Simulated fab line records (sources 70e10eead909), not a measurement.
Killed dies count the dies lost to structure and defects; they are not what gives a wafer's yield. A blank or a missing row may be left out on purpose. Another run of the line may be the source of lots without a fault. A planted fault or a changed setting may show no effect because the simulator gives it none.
fab line records	flow nand_harc
record lots=11	wafers=33	last_day=33
route steps=1302 shown P_GATE@132 END@1302
lots that met no fault: from a run of the same line without faults
start_h: hours from the record's first day to the start of the lot's first wafer shown	wait_h: hours elapsed since this lot's preceding step	" identical to the entry in the row above	L1.1+2: one row covering several wafers at once	- no value, or no start was given	* or withheld: withheld	< > ~ a bound
route shown NAME@n: a module of which the file shows steps, and the number in the route of the first	usual: mean/standard deviation of fault-free wafers	same: alike in all rows	chamber/n: place in a boat	sites: each site's reading	_std_site: standard deviation across them	_edge_site: the outer-site mean with the inner-site mean subtracted	radius_mm: how far each site lies from the wafer's centre	mask NAME#n: copy n	behind: the last tool/chamber to shape the wafer	hold: what put the lot on hold/how long, in hours/how the hold closed	device: whichever transistor did not switch (one of n, p or np)	end of line: the same wafers' tests at the end of the route	for a step that has no rows: nothing shown but its recipe	killed: count of dies lost to structure and defects at first sort (not the wafer's yield)	map: dies across one wafer; x = killed, . = not, _ = none there
set.NAME: the setting that was run; set.NAME@STEP: the one run at that earlier step	model.NAME: the simulator's own value behind a step, which no gauge read
steps of the route over a sample of lots; a table a step, a row a wafer
services: from which hour (start_h, from the record's first day; less than 0 if before it) a tool's chamber was out of use, for how many hours, and why
## steps
# step NHARC_P_GATE_DEP_103
# recipe target_thk_a=300	target_thk_nm=30	temp_c=400	flow_sccm=200	rf_w=350	material=SiON
# usual heater_power_w=760/120
lot.wafer	tool	chamber	start_h	wait_h	heater_power_w
L206.3	pecvd-02	0	113.85	0.3	643
L206.1	"	2	"	"	726
L206.4	"	0	"	"	651
L207.3	pecvd-03	2	123.84	0.3	900
L207.1	"	0	"	"	706
L207.4	"	2	"	"	879
L208.3	pecvd-04	0	135.94	0.3	753
L208.2	"	1	"	"	758
L208.6	"	2	"	"	636
L211.1	pecvd-03	1	168.10	0.6	966
L211.2	"	0	"	"	649
L211.6	"	0	"	"	664
L211.1	pecvd-03	1	168.46	0.3	980
L211.2	"	0	"	"	661
L211.6	"	0	"	"	668
L213.1	pecvd-04	2	194.14	0.6	581
L213.4	"	0	"	"	753
L213.6	"	1	"	"	752
L214.1	pecvd-02	2	203.14	0.5	678
L214.2	"	1	"	"	722
L214.6	"	0	"	"	769
L214.1	pecvd-02	2	203.50	0.3	676
L214.2	"	1	"	"	717
L214.6	"	0	"	"	753
L218.1	pecvd-02	2	245.17	0.6	786
L218.3	"	0	"	"	795
L218.4	"	1	"	"	742
L218.1	pecvd-02	2	245.53	0.3	765
L218.3	"	0	"	"	799
L218.4	"	1	"	"	757
L219.4	pecvd-04	1	248.42	0.3	837
L219.6	"	2	"	"	522
L219.5	"	0	"	"	835
L221.1	pecvd-02	2	266.04	0.6	677
L221.5	"	2	"	"	704
L221.4	"	1	"	"	697
L223.2	pecvd-03	0	292.41	0.5	660
L223.5	"	2	"	"	976
L223.4	"	1	"	"	854
L226.5	pecvd-03	1	322.34	0.2	953
L226.6	"	2	"	"	859
L226.4	"	0	"	"	631
# step NHARC_P_GATE_ETCH_104
# recipe target_depth_a=600	time_s=withheld	cf4_flow_sccm=100	chf3_flow_sccm=30	ar_flow_sccm=0	rf_w=500	bias_w=200	chemistry=CF4/CHF3
# usual drypump_motor_current_A=5.7/0.44	oes_product_au=0.948/0.024	rf_vpp_V=372.2/2	showerhead_plenum_p_Torr=1.62/0.056	throttle_valve_pct=16.802/0.0088
lot.wafer	tool	chamber	start_h	wait_h	drypump_motor_current_A	oes_product_au	rf_vpp_V	showerhead_plenum_p_Torr	throttle_valve_pct
L206.4	rie_diel-05	2	114.81	0.1	5.8	0.936	373.6	1.63	16.792
L206.3	"	3	"	"	6.3	0.967	369.7	1.55	16.801
L206.1	"	0	"	"	5.3	0.972	368.2	1.49	16.805
L207.3	rie_diel-09	1	124.81	0.1	5.4	0.915	373.0	1.67	16.798
L207.1	"	0	"	"	5.7	0.952	374.9	1.69	16.810
L207.4	"	3	"	"	6.2	0.918	372.6	1.63	16.815
L208.2	rie_diel-10	2	136.79	0.1	5.6	0.967	375.1	1.67	16.795
L208.3	"	3	"	"	5.6	0.977	371.6	1.60	16.812
L208.6	"	3	"	"	5.6	0.981	372.6	1.60	16.794
L211.2	rie_diel-05	0	169.35	0.1	5.2	0.923	366.7	1.49	16.809
L211.1	"	2	"	"	5.7	0.909	372.3	1.63	16.803
L211.6	"	1	"	"	6.3	0.915	371.7	1.59	16.809
L213.1	rie_diel-09	1	195.09	0.1	5.4	0.930	373.4	1.67	16.810
L213.4	"	2	"	"	5.1	0.932	371.3	1.58	16.802
L213.6	"	3	"	"	6.2	0.919	372.2	1.63	16.793
L214.1	rie_diel-09	2	204.38	0.1	5.1	0.926	371.6	1.58	16.789
L214.2	"	1	"	"	5.4	0.934	373.6	1.67	16.806
L214.6	"	2	"	"	5.1	0.925	370.9	1.58	16.797
L218.3	rie_diel-05	0	246.42	0.1	5.3	0.982	368.5	1.49	16.815
L218.1	"	2	"	"	5.8	0.956	372.7	1.63	16.800
L218.4	"	3	"	"	6.3	0.958	369.0	1.55	16.790
L219.4	rie_diel-09	3	249.29	0.1	6.3	0.903	373.1	1.63	16.802
L219.5	"	2	"	"	5.1	0.925	371.4	1.58	16.805
L219.6	"	3	"	"	6.3	0.909	371.7	1.63	16.810
L221.1	rie_diel-10	0	267.00	0.1	5.5	0.987	373.9	1.69	16.805
L221.4	"	1	"	"	6.7	0.974	372.4	1.65	16.800
L221.5	"	3	"	"	5.6	0.981	370.7	1.60	16.808
L223.4	rie_diel-05	3	293.34	0.1	6.3	0.981	368.4	1.55	16.805
L223.2	"	0	"	"	5.3	0.980	367.4	1.48	16.806
L223.5	"	1	"	"	6.3	0.942	371.5	1.59	16.803
L226.4	rie_diel-10	0	323.21	0.1	5.5	0.974	374.7	1.69	16.797
L226.5	"	3	"	"	5.6	0.981	371.1	1.60	16.795
L226.6	"	0	"	"	5.5	0.978	374.2	1.69	16.811
# step NHARC_P_GATE_HM_OPEN_105
# recipe target_depth_a=3600	o2_flow_sccm=400	cos_flow_sccm=20	ar_flow_sccm=0	rf_w=500	bias_w=300	chemistry=O2/COS
# usual cos_flow_sccm=20.02/0.06	drypump_motor_current_A=5.8/0.47	o2_flow_sccm=400.0/1.2	oes_product_au=1.001/0.015	rf_vpp_V=469.1/2.5	showerhead_plenum_p_Torr=3.22/0.12	throttle_valve_pct=28.331/0.0091
lot.wafer	tool	chamber	start_h	wait_h	cos_flow_sccm	drypump_motor_current_A	o2_flow_sccm	oes_product_au	rf_hours_counter_h	rf_vpp_V	showerhead_plenum_p_Torr	throttle_valve_pct
L206.3	rie_diel-05	3	-	-	20.07	6.3	401.2	1.005	2.9	464.7	3.07	28.323
L206.1	"	1	"	"	20.01	6.3	401.8	0.972	2.7	468.4	3.15	28.332
L206.4	"	2	"	"	20.06	5.7	399.6	0.976	2.6	469.2	3.23	28.319
L207.1	rie_diel-09	1	-	-	20.04	5.4	400.7	0.996	10.1	472.1	3.31	28.330
L207.3	"	3	"	"	20.01	6.2	400.4	0.988	9.9	469.2	3.24	28.360
L207.4	"	0	"	"	19.97	5.7	399.7	1.028	-	473.8	3.36	28.319
L208.3	rie_diel-10	2	-	-	19.93	5.6	401.3	1.017	2.7	470.9	3.32	28.316
L208.2	"	3	"	"	19.95	5.6	402.2	1.021	3.1	467.6	3.17	28.330
L208.6	"	3	"	"	19.92	5.6	400.5	1.028	-	469.0	3.17	28.334
L211.2	rie_diel-05	3	-	-	20.08	6.3	398.1	1.006	6.0	466.4	3.07	28.340
L211.1	"	2	"	"	20.08	5.7	399.8	0.987	4.6	468.6	3.23	28.343
L211.6	"	3	"	"	20.01	6.3	400.2	1.011	-	467.1	3.07	28.313
L213.1	rie_diel-09	0	-	-	19.97	5.7	400.4	0.991	1.7	471.5	3.36	28.321
L213.4	"	1	"	"	20.01	5.4	401.8	1.002	1.3	469.5	3.31	28.328
L213.6	"	0	"	"	19.97	5.7	400.7	1.003	-	472.3	3.36	28.334
L214.1	rie_diel-09	2	-	-	20.04	5.1	400.5	0.989	1.4	467.8	3.13	28.323
L214.2	"	0	"	"	19.93	5.7	399.3	0.992	2.0	472.3	3.36	28.326
L214.6	"	2	"	"	19.92	5.1	399.7	0.994	-	467.5	3.13	28.343
L218.3	rie_diel-05	1	-	-	20.04	6.3	398.9	0.972	0.2	467.3	3.15	28.325
L218.1	"	2	"	"	19.93	5.7	399.2	0.990	0.1	468.1	3.23	28.332
L218.4	"	3	"	"	19.99	6.3	400.7	1.003	0.1	465.4	3.07	28.320
L219.4	rie_diel-09	3	-	-	20.02	6.2	401.3	0.980	5.3	468.8	3.24	28.339
L219.6	"	0	"	"	20.01	5.7	399.2	1.008	-	472.8	3.35	28.317
L219.5	"	1	"	"	20.01	5.4	399.9	0.991	-	471.2	3.31	28.334
L221.4	rie_diel-10	0	-	-	20.02	5.5	400.8	1.011	1.1	472.0	3.34	28.335
L221.1	"	2	"	"	20.06	5.6	398.1	1.019	0.6	471.0	3.32	28.331
L221.5	"	0	"	"	20.01	5.5	398.6	1.015	-	472.8	3.34	28.331
L223.4	rie_diel-05	0	-	-	20.12	5.3	398.6	1.012	3.5	462.4	2.95	28.342
L223.2	"	2	"	"	20.04	5.7	399.5	1.000	3.4	469.3	3.22	28.319
L223.5	"	0	"	"	19.97	5.3	399.1	1.013	-	462.9	2.95	28.330
L226.4	rie_diel-10	0	-	-	19.96	5.5	402.2	1.032	2.9	471.6	3.34	28.326
L226.6	"	1	"	"	20.04	6.7	400.2	1.000	-	470.3	3.27	28.317
L226.5	"	2	"	"	20.07	5.6	398.0	1.018	-	471.6	3.31	28.336
# step NHARC_P_GATE_STRIP_108
# recipe o2_flow_sccm=500	ar_flow_sccm=0	bias_w=0	chemistry=O2
# usual drypump_motor_current_A=5.8/0.47	o2_flow_sccm=500.0/1.5	oes_product_au=1.002/0.016	rf_vpp_V=58.1/0.91	showerhead_plenum_p_Torr=3.63/0.13	throttle_valve_pct=17.038/0.0095
lot.wafer	tool	chamber	start_h	wait_h	drypump_motor_current_A	o2_flow_sccm	oes_product_au	rf_hours_counter_h	rf_vpp_V	showerhead_plenum_p_Torr	throttle_valve_pct
L206.3	rie_diel-10	2	115.34	-	5.6	501.5	1.011	2.0	59.6	3.75	17.038
L206.1	"	1	"	"	6.7	500.1	1.007	1.6	57.8	3.70	17.034
L206.4	"	1	"	"	6.7	499.8	1.004	-	58.5	3.70	17.047
L207.3	rie_diel-10	3	125.45	-	5.6	501.7	1.007	2.6	58.4	3.58	17.028
L207.1	"	1	"	"	6.7	498.6	1.003	1.9	57.6	3.70	17.053
L207.4	"	3	"	"	5.6	500.0	1.016	-	57.3	3.58	17.025
L208.2	rie_diel-09	2	137.38	-	5.2	500.8	1.001	11.1	58.0	3.54	17.035
L208.3	"	0	"	"	5.7	499.6	1.016	10.9	58.5	3.79	17.046
L208.6	"	1	"	"	5.4	497.4	0.984	-	58.8	3.74	17.040
L211.1	rie_diel-05	0	169.88	-	5.3	500.3	0.999	5.1	57.7	3.34	17.026
L211.2	"	3	"	"	6.3	501.4	1.002	6.1	58.8	3.47	17.044
L211.6	"	0	"	"	5.3	500.3	1.002	-	58.4	3.34	17.020
L213.1	rie_diel-05	1	195.62	-	6.3	501.9	0.982	7.3	58.3	3.56	17.036
L213.4	"	0	"	"	5.3	500.0	0.983	7.2	57.7	3.33	17.036
L213.6	"	2	"	"	5.7	499.2	0.991	-	58.4	3.65	17.044
L214.2	rie_diel-09	1	204.92	-	5.4	497.8	1.001	1.5	59.1	3.74	17.040
L214.1	"	2	"	"	5.1	500.5	0.995	1.4	57.6	3.54	17.038
L214.6	"	1	"	"	5.4	498.4	1.004	-	58.1	3.74	17.058
L218.1	rie_diel-09	0	246.96	-	5.7	499.0	1.016	4.8	58.3	3.79	17.052
L218.3	"	1	"	"	5.4	499.7	0.998	4.4	58.1	3.73	17.036
L218.4	"	3	"	"	6.2	501.0	0.975	5.2	58.1	3.66	17.036
L219.4	rie_diel-05	1	249.87	-	6.3	503.1	0.973	0.3	58.1	3.56	17.042
L219.5	"	3	"	"	6.3	499.1	1.003	-	58.6	3.47	17.028
L219.6	"	0	"	"	5.3	500.0	1.005	-	57.6	3.33	17.034
L221.4	rie_diel-05	0	267.56	-	5.3	497.5	1.020	1.6	56.6	3.33	17.025
L221.1	"	1	"	"	6.3	501.6	0.979	1.7	57.1	3.56	17.044
L221.5	"	2	"	"	5.8	497.5	1.013	-	58.8	3.64	17.047
L223.2	rie_diel-10	1	293.87	-	6.7	498.3	0.998	2.3	57.1	3.69	17.037
L223.4	"	2	"	"	5.6	502.2	1.020	2.1	57.4	3.74	17.059
L223.5	"	1	"	"	6.7	499.2	1.002	-	58.6	3.69	17.040
L226.4	rie_diel-10	2	323.76	-	5.6	499.7	1.016	3.8	56.5	3.74	17.049
L226.5	"	1	"	"	6.6	498.9	1.014	-	57.8	3.69	17.051
L226.6	"	2	"	"	5.6	497.7	1.017	-	58.9	3.74	17.046
# step NHARC_END_SORT_01
# recipe temp_c=25
# usual killed_at_array=59/21	killed_at_other=0.8/1.1	killed_at_periphery=4.1/2.8	killed_dies=64/20	killed_open=3.1/1.7	killed_short=2.4/1.6
# same gross_dies=677
lot.wafer	tool	chamber	start_h	wait_h	killed_at_array	killed_at_other	killed_at_periphery	killed_dies	killed_open	killed_short
L208.2	prober-02	0	595.32	2.8	98	2	2	102	6	1
L208.3	prober-02	0	596.14	3.1	98	2	1	101	4	1
L208.6	prober-02	0	598.57	4.1	61	3	2	66	3	4
L211.1	prober-01	0	627.59	2.5	35	0	2	37	5	2
L211.2	prober-01	0	628.40	2.8	27	0	4	31	2	4
L211.6	prober-01	0	631.62	4.0	20	2	4	26	1	3
L214.1	prober-02	0	666.71	2.5	33	2	5	40	3	1
L214.2	prober-02	0	667.49	2.8	47	3	4	54	3	0
L214.6	prober-02	0	670.63	3.9	42	1	1	44	1	4
L213.1	prober-02	0	680.99	2.5	75	1	6	82	3	5
L213.4	prober-02	0	683.35	3.3	56	1	10	67	0	3
L213.6	prober-02	0	684.92	3.9	47	0	8	55	3	2
L218.1	prober-01	0	715.95	2.6	77	0	10	87	4	2
L218.3	prober-01	0	717.57	3.1	77	0	8	85	3	2
L218.4	prober-01	0	718.38	3.4	67	1	6	74	5	1
L226.4	prober-02	0	783.21	3.4	46	0	3	49	3	1
L226.5	prober-02	0	784.01	3.7	64	0	1	65	2	1
L226.6	prober-02	0	784.81	4.0	56	0	4	60	4	3
# killed by level:class
L208.2 A_CHANNEL_HOLE_D2:chamber_film_flake=34 A_SLIT:chamber_film_flake=27 A_CHANNEL_HOLE_D1:chamber_film_flake=26 A_BLC:geometric_particle:open=3 A_DECK1_JOINT:chamber_film_flake=2 A_STAIRCASE:chamber_film_flake=2 THIN_TSV:chamber_film_flake=2 P_M1:geometric_particle:open=1
L208.3 A_CHANNEL_HOLE_D2:chamber_film_flake=38 A_CHANNEL_HOLE_D1:chamber_film_flake=27 A_SLIT:chamber_film_flake=23 A_STAIRCASE:chamber_film_flake=4 THIN_TSV:chamber_film_flake=2 P_CONTACT:geometric_particle:open=1 A_ONON_D1:geometric_particle:open=1 A_CHANNEL_HOLE_D2:geometric_particle:open=1
L208.6 A_SLIT:chamber_film_flake=21 A_CHANNEL_HOLE_D2:chamber_film_flake=16 A_CHANNEL_HOLE_D1:chamber_film_flake=16 A_M0:geometric_particle:short=3 THIN_TSV:chamber_film_flake=2 P_M2:geometric_particle:open=1 A_CHANNEL_FILL_D1:geometric_particle:short=1 A_CHANNEL_FILL_D1:geometric_particle:open=1
L211.1 A_CHANNEL_HOLE_D2:chamber_film_flake=15 A_CHANNEL_HOLE_D1:chamber_film_flake=5 A_WL_FILL:chamber_film_flake=3 A_M0:geometric_particle:open=2 A_SLIT:chamber_film_flake=2 A_BLC:chamber_film_flake=2 P_STI:geometric_particle:open=1 A_SOURCE_PLATE:geometric_particle:short=1
L211.2 A_CHANNEL_HOLE_D2:chamber_film_flake=11 A_BLC:chamber_film_flake=4 A_CHANNEL_HOLE_D1:chamber_film_flake=3 A_CHANNEL_HOLE_D2:geometric_particle:open=2 P_ZERO_WELL:chamber_film_flake=2 P_M0:chamber_film_flake=2 A_CONTACT:chamber_film_flake=2 A_DECK1_JOINT:geometric_particle:short=1
L211.6 A_CHANNEL_HOLE_D2:chamber_film_flake=11 A_SLIT:chamber_film_flake=2 THIN_TSV:chamber_film_flake=2 P_M0:geometric_particle:open=1 P_M1:geometric_particle:short=1 A_ONON_D2:geometric_particle:short=1 A_M0:geometric_particle:short=1 P_ZERO_WELL:chamber_film_flake=1
L214.1 A_SLIT:chamber_film_flake=25 A_CHANNEL_HOLE_D1:chamber_film_flake=3 P_CONTACT:geometric_particle:open=2 A_CHANNEL_FILL_D2:chamber_film_flake=2 A_WL_FILL:chamber_film_flake=2 P_M1:geometric_particle:short=1 A_CHANNEL_HOLE_D2:geometric_particle:open=1 P_ZERO_WELL:chamber_film_flake=1
L214.2 A_SLIT:chamber_film_flake=31 A_CHANNEL_HOLE_D1:chamber_film_flake=4 P_M1:chamber_film_flake=3 A_WL_FILL:chamber_film_flake=3 A_CONTACT:chamber_film_flake=3 THIN_TSV:chamber_film_flake=2 A_SOURCE_PLATE:geometric_particle:open=1 A_WL_FILL:geometric_particle:open=1
L214.6 A_SLIT:chamber_film_flake=28 A_WL_FILL:chamber_film_flake=3 A_CONTACT:chamber_film_flake=2 P_STI:geometric_particle:short=1 A_CHANNEL_HOLE_D1:geometric_particle:short=1 A_ONON_D2:geometric_particle:short=1 A_CHANNEL_FILL_D2:geometric_particle:short=1 A_CONTACT:geometric_particle:open=1
L213.1 A_CHANNEL_HOLE_D1:chamber_film_flake=37 A_CHANNEL_HOLE_D2:chamber_film_flake=17 A_STAIRCASE:chamber_film_flake=7 P_CONTACT:chamber_film_flake=4 A_SLIT:chamber_film_flake=2 A_ONON_D1:geometric_particle:short=1 A_ONON_D1:geometric_particle:open=1 A_CHANNEL_FILL_D1:geometric_particle:short=1
L213.4 A_CHANNEL_HOLE_D1:chamber_film_flake=36 A_CHANNEL_HOLE_D2:chamber_film_flake=11 P_CONTACT:chamber_film_flake=7 A_STAIRCASE:chamber_film_flake=3 P_BONDPAD:chamber_film_flake=2 A_SOURCE_PLATE:geometric_particle:short=1 A_DECK1_JOINT:geometric_particle:short=1 A_CHANNEL_FILL_D2:geometric_particle:short=1
L213.6 A_CHANNEL_HOLE_D1:chamber_film_flake=26 A_CHANNEL_HOLE_D2:chamber_film_flake=10 P_CONTACT:chamber_film_flake=4 A_STAIRCASE:chamber_film_flake=3 A_CONTACT:chamber_film_flake=2 P_M0:geometric_particle:open=1 P_M0:geometric_particle:short=1 A_DECK1_JOINT:geometric_particle:short=1
L218.1 A_CHANNEL_HOLE_D1:chamber_film_flake=38 A_CHANNEL_HOLE_D2:chamber_film_flake=16 A_SLIT:chamber_film_flake=6 P_GATE:chamber_film_flake=5 P_CONTACT:chamber_film_flake=5 A_STAIRCASE:chamber_film_flake=5 A_DECK1_JOINT:chamber_film_flake=3 A_CONTACT:chamber_film_flake=3
L218.3 A_CHANNEL_HOLE_D1:chamber_film_flake=30 A_CHANNEL_HOLE_D2:chamber_film_flake=22 A_CONTACT:chamber_film_flake=9 P_CONTACT:chamber_film_flake=5 A_STAIRCASE:chamber_film_flake=3 P_GATE:chamber_film_flake=2 A_DECK1_JOINT:chamber_film_flake=2 A_SLIT:chamber_film_flake=2
L218.4 A_CHANNEL_HOLE_D2:chamber_film_flake=24 A_CHANNEL_HOLE_D1:chamber_film_flake=20 A_CONTACT:chamber_film_flake=8 A_SLIT:chamber_film_flake=6 P_GATE:chamber_film_flake=4 A_CHANNEL_FILL_D1:chamber_film_flake=3 A_ONON_D1:geometric_particle:open=2 P_CONTACT:chamber_film_flake=2
L226.4 A_SLIT:chamber_film_flake=26 A_CONTACT:chamber_film_flake=8 A_BLC:chamber_film_flake=3 P_GATE:chamber_film_flake=2 A_CHANNEL_HOLE_D2:chamber_film_flake=2 A_SGD_CUT:chamber_film_flake=2 P_M0:geometric_particle:open=1 A_CHANNEL_FILL_D1:geometric_particle:short=1
L226.5 A_SLIT:chamber_film_flake=33 A_CONTACT:chamber_film_flake=12 A_CHANNEL_HOLE_D1:chamber_film_flake=7 A_CHANNEL_FILL_D1:chamber_film_flake=4 A_SGD_CUT:chamber_film_flake=3 A_CHANNEL_FILL_D2:geometric_particle:short=1 A_SLIT:geometric_particle:open=1 A_M0:geometric_particle:open=1
L226.6 A_SLIT:chamber_film_flake=26 A_CHANNEL_HOLE_D1:chamber_film_flake=7 A_CONTACT:chamber_film_flake=7 P_GATE:chamber_film_flake=3 A_CHANNEL_HOLE_D2:chamber_film_flake=3 A_SGD_CUT:chamber_film_flake=2 A_WL_FILL:chamber_film_flake=2 P_CONTACT:geometric_particle:open=1
## services
tool	chamber	start_h	hours	kind
rie_diel-10	0	103.80	17.0	repair
rie_diel-09	3	106.03	1.6	repair
rie_diel-05	0	110.60	-	clean
rie_diel-10	0	121.02	50.6	repair
rie_diel-09	2	123.01	3.2	repair
rie_diel-05	-	137.59	0.8	repair
rie_diel-10	-	138.73	0.2	repair
rie_diel-09	-	143.10	9.0	pm
rie_diel-10	2	148.44	4.9	repair
rie_diel-10	2	177.62	28.1	repair
pecvd-03	-	185.15	13.0	pm
rie_diel-10	0	196.70	20.4	repair
rie_diel-09	2	224.17	4.9	repair
rie_diel-10	1	225.52	8.5	repair
pecvd-04	1	226.76	5.5	repair
pecvd-02	-	227.00	13.0	pm
rie_diel-05	-	229.60	9.0	pm
rie_diel-10	-	242.50	9.0	pm
rie_diel-09	0	252.10	3.7	repair
rie_diel-05	3	260.27	7.1	repair
pecvd-04	-	269.20	13.0	pm
rie_diel-10	0	274.55	6.6	repair
rie_diel-09	0	283.24	9.7	repair
rie_diel-09	-	320.10	9.0	pm
## key
first_sign step=NHARC_P_GATE_DEP_103	reading=visit	direction=added
effect none on later readings
met_at NHARC_P_GATE_DEP_103
struck_lots L211,L214,L218
tester_left_out L211,L214,L218
not_acting_at NHARC_P_GATE_ETCH_104,NHARC_P_GATE_HM_OPEN_105,NHARC_P_GATE_STRIP_108
fault kind=repeated_step_whole	tool=pecvd-02,pecvd-03,pecvd-04	chamber=-	onset_h=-	steps=NHARC_P_GATE_DEP_103	times=1	scope=struck_lots_only
# tester_left_out: of these lots the tester's yield and bins aren't shown, on N5 and GAA mostly nor the transistor test; their killed dies are dies lost to structure and defects alone, not to doping, threshold or leakage, so they don't give the yield
